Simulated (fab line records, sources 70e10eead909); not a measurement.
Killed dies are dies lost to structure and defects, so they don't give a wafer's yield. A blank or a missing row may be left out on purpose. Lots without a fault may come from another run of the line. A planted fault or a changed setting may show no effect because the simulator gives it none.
One fault seen from 2 desks | flow nand_harc | each desk has only its own numbers; what lay behind them comes last

THE METROLOGY DESK
What the gauges read, lot by lot, whatever tool the lot ran on: means of the sampled wafers that have a number. A lot is out of limits, marked OUT, if its mean lies more than 4 standard deviations from the usual mean; the brackets give that distance.
Columns: A = cd_nm at NHARC_P_ZERO_WELL_CD_MEAS_52, usual 1999.4 nm
lot  | first seen here | A
L519 | day 2 11:42     | 1999.3
L520 | day 2 21:39     | 1999.1
L521 | day 3 08:01     | 1999.2
L522 | day 3 17:35     | 2001.0
L523 | day 4 03:46     | 1999.2
L524 | day 4 13:45     | 1998.2
L532 | day 7 23:04     | 2000.6
L534 | day 8 17:38     | 1998.4
L536 | day 9 13:29     | 1998.3
L537 | day 9 23:47     | 1998.7
L538 | day 10 13:52    | 2002.3
L539 | day 10 19:38    | 1998.7
L540 | day 11 06:32    | 1998.6
This desk's finding: nothing out of limits on any of the 13 lots.

THE TOOL OWNER'S DESK: implanter-01
The tool's own readings at NHARC_P_ZERO_WELL_IMPLANT_27: means of the sampled wafers that have a number, for each lot that ran on this tool. A lot is out of limits, marked OUT, if its mean lies more than 4 standard deviations from the usual mean; the brackets give that distance.
Columns: A = beam_energy_keV at NHARC_P_ZERO_WELL_IMPLANT_27, usual 599.99; B = beam_on_s at NHARC_P_ZERO_WELL_IMPLANT_27, usual 10.00 s
lot  | first seen here | A      | B
L520 | day 2 18:48     | 599.98 | 9.91
L521 | day 3 05:01     | 600.05 | 9.84
L522 | day 3 14:53     | 599.85 | 9.96
L534 | day 8 14:55     | 599.91 | 9.97
L538 | day 10 06:55    | 599.91 | 9.90
L539 | day 10 16:44    | 599.59 | 10.10
This desk's finding: nothing out of limits on any of the 6 lots.

PUT TOGETHER
The metrology desk saw nothing out of limits.
The tool owner's desk saw nothing out of limits.

WHAT THE SIMULATOR HAD PUT IN
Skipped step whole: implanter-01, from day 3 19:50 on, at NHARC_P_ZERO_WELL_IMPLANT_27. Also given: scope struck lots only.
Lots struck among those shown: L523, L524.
